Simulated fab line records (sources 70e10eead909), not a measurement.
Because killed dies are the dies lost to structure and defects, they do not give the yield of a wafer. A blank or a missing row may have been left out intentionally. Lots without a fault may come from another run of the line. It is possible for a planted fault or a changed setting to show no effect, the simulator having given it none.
Which tool was responsible? ; flow nand-harc ; 12 lots, 36 wafers sampled, at 6 steps of a route of 1302

== WHAT EACH GAUGE READ, for each wafer ==
NHARC_A_ONON_D2_THK_MEAS_18: measures by ellipsometry. Usual: thk-nm reads 999 nm (standard deviation 7.6).
lot;measured;on;thk-nm (nm);flag
L680;day 12 23:10;film-metro-02;994 995 997;
L679;day 13 03:59;film-metro-02;994 995 995;
L681;day 13 14:10;film-metro-02;988 987 987;
L683;day 14 12:31;film-metro-01;1001 1002 1001;
L688;day 16 21:31;film-metro-01;996 996 995;
L690;day 17 20:19;film-metro-01;984 984 986;
L694;day 19 10:53;film-metro-02;998 998 998;
L697;day 20 00:15;film-metro-01;1003 1002 1002;
L696;day 20 00:26;film-metro-01;1002 1002 1003;
L700;day 21 13:53;film-metro-01;998 999 999;
L699;day 21 13:53;film-metro-02;1002 1002 1002;
L701;day 22 03:22;film-metro-02;986 989 987;

NHARC_A_ONON_D2_THK_MEAS_21: measures by ellipsometry. Usual: thk-nm reads 1004 nm (standard deviation 8.3).
lot;measured;on;thk-nm (nm);flag
L680;day 12 23:43;film-metro-02;1018 1018 1018;
L679;day 13 04:33;film-metro-02;983 985 984;
L681;day 13 14:44;film-metro-01;994 995 996;
L683;day 14 13:05;film-metro-01;1003 1000 1002;
L688;day 16 22:05;film-metro-01;1001 1002 1001;
L690;day 17 20:53;film-metro-01;1009 1012 1009;
L694;day 19 11:27;film-metro-01;1000 999 1002;
L697;day 20 00:49;film-metro-01;1001 1001 1000;
L696;day 20 01:00;film-metro-02;1008 1009 1009;
L700;day 21 14:27;film-metro-01;1009 1012 1010;
L699;day 21 14:28;film-metro-01;1021 1021 1021;
L701;day 22 03:56;film-metro-01;1008 1009 1008;

NHARC_A_ONON_D2_THK_MEAS_30: measures by ellipsometry. Usual: thk-nm reads 1000 nm (standard deviation 10).
lot;measured;on;thk-nm (nm);flag
L680;day 13 01:26;film-metro-01;990 988 990;
L679;day 13 06:16;film-metro-01;1003 1002 1004;
L681;day 13 16:27;film-metro-01;1013 1012 1013;
L683;day 14 14:47;film-metro-02;995 995 993;
L688;day 16 23:47;film-metro-01;1464 1008 1465 1463 1007 1465;OFF
L690;day 17 22:36;film-metro-02;1443 984 1440 1442 983 1441;OFF
L694;day 19 13:09;film-metro-01;1001 1001 1002;
L697;day 20 02:37;film-metro-02;999 997 999;
L696;day 20 02:58;film-metro-02;989 986 987;
L700;day 21 16:10;film-metro-02;981 981 981;
L699;day 21 16:10;film-metro-02;1010 1011 1010;
L701;day 22 05:40;film-metro-02;1007 1004 1006;

NHARC_END_SORT_01. Usual: killed-at-array 59, standard deviation 21; killed-at-other 1.0, standard deviation 1.1; killed-at-periphery 4.0, standard deviation 2.6; killed-dies 64, standard deviation 21; killed-open 3.2, standard deviation 1.7; killed-short 2.5, standard deviation 1.5.
lot;measured;on;killed-at-array;killed-at-other;killed-at-periphery;killed-dies;killed-open;killed-short;flag
L680;day 26 02:17;prober-01;44 55 47;1 2 1;3 2 8;48 59 56;2 3 2;5 2 2;
L681;day 25 17:35;prober-01;18 23 14;2 2 0;2 1 5;22 26 19;4 3 3;3 3 1;
L683;day 27 00:02;prober-02;22 21 36;0 0 0;9 5 1;31 26 37;4 4 1;3 3 5;
L688;day 28 15:20;prober-02;667 48 663;2 1 1;8 4 13;677 53 677;5 0 5;1 4 1;OFF
L690;day 29 01:24;prober-01;673 35 675;1 1 0;3 3 2;677 39 677;4 4 4;3 1 2;OFF
L699;day 33 06:11;prober-02;39 46 47;0 4 1;5 3 2;44 53 50;4 4 3;1 1 1;
L701;day 33 14:00;prober-02;51 47 51;0 0 0;8 4 10;59 51 61;3 3 5;6 1 1;

== EACH LOT AND THE TOOL THAT RAN IT (in order: tool; ch and the chambers of the sampled wafers; start) ==
lot;NHARC_A_DECK1_JOINT_ETCHBACK_00;NHARC_A_ONON_D2_DEP_28
L680;rie-si-01 ch 0,1,3, day 11 10:22;pecvd-onon-03 ch 0, day 13 00:58
L679;rie-si-06 ch 0,1,2, day 11 18:34;pecvd-onon-03 ch 0, day 13 05:49
L681;rie-si-04 ch 0,3, day 12 05:08;pecvd-onon-03 ch 0, day 13 15:56
L683;rie-si-01 ch 0,2, day 13 01:24;pecvd-onon-01 ch 0, day 14 14:20
L688;rie-si-06 ch 1,3, day 15 09:03;pecvd-onon-01 ch 0, day 16 23:17
L690;rie-si-04 ch 0,1,3, day 16 07:43;pecvd-onon-01 ch 0, day 17 22:04
L694;rie-si-06 ch 1,2,3, day 18 01:43;pecvd-onon-04 ch 0, day 19 12:38
L697;rie-si-01 ch 0,1,3, day 18 14:28;pecvd-onon-03 ch 0, day 20 02:07
L696;rie-si-04 ch 0,2,3, day 18 18:15;pecvd-onon-03 ch 0, day 20 02:28
L700;rie-si-01 ch 0,1,3, day 20 06:17;pecvd-onon-03 ch 0, day 21 15:38
L699;rie-si-06 ch 0,1,3, day 20 06:18;pecvd-onon-01 ch 0, day 21 15:39
L701;rie-si-06 ch 1,2,3, day 20 15:19;pecvd-onon-03 ch 0, day 22 05:09
- NHARC_A_DECK1_JOINT_ETCHBACK_00: etches the open film in HBr, target depth 30 nm, time 17.4 s.
- NHARC_A_ONON_D2_DEP_28: target thk 1000 nm.

== WHAT THE TOOLS THEMSELVES READ (means of the sampled wafers that have a number; where no wafer has one, the mark that the record gives instead) ==
NHARC_A_DECK1_JOINT_ETCHBACK_00. Usual: drypump-motor-current-A 5.6 A, standard deviation 0.46; oes-product-au 0.998 a.u., standard deviation 0.015; throttle-valve-pct 23.266 %, standard deviation 0.0086.
lot;tool;drypump-motor-current-A (A);oes-product-au (a.u.);throttle-valve-pct (%);flag
L680;rie-si-01;5.6;0.991;23.272;
L679;rie-si-06;5.4;1.003;23.268;
L681;rie-si-04;5.9;0.999;23.272;
L683;rie-si-01;5.4;1.004;23.264;
L688;rie-si-06;5.4;0.986;23.268;
L690;rie-si-04;6.1;1.002;23.268;
L694;rie-si-06;5.3;0.993;23.261;
L697;rie-si-01;5.6;0.990;23.274;
L696;rie-si-04;6.0;0.994;23.266;
L700;rie-si-01;5.7;0.986;23.272;
L699;rie-si-06;5.5;0.994;23.267;
L701;rie-si-06;5.3;0.996;23.267;

NHARC_A_ONON_D2_DEP_28. Usual: n2o-flow-sccm reads 2001 sccm (standard deviation 6).
lot;tool;n2o-flow-sccm (sccm);flag
L680;pecvd-onon-03;2006;
L679;pecvd-onon-03;2005;
L681;pecvd-onon-03;1998;
L683;pecvd-onon-01;2002;
L688;pecvd-onon-01;2000;
L690;pecvd-onon-01;2005;
L694;pecvd-onon-04;2002;
L697;pecvd-onon-03;2002;
L696;pecvd-onon-03;2007;
L700;pecvd-onon-03;2001;
L699;pecvd-onon-01;1997;
L701;pecvd-onon-03;2004;

== THE ANSWER, worked out from the rows above alone ==
Rule: a lot counts as off when the mean over its wafers that have a number is more than 3 standard deviations away from the usual mean. A lot without any number at a reading at which 4 lots or more have one is off too. Any other lot the step has rows for is counted as sound. First the gauges in route order, then the tools' own readings, where a lot's mean is used as printed above. At the first step where some lot is off, the reading lying furthest off is the one used; lots without a number count as furthest.
Off at NHARC_A_ONON_D2_THK_MEAS_30 (thk-nm): L688, L690.
A tool fits if, at a process step before that reading, it ran every lot that is off, and no sound lot after the first of them. Not tried: the gauges at NHARC_A_ONON_D2_THK_MEAS_30; whatever is off there is also off at NHARC_END_SORT_01, on other tools, and gauge error can't account for it. None of those tried fits.

== WHAT THE SIMULATOR HAD PUT IN ==
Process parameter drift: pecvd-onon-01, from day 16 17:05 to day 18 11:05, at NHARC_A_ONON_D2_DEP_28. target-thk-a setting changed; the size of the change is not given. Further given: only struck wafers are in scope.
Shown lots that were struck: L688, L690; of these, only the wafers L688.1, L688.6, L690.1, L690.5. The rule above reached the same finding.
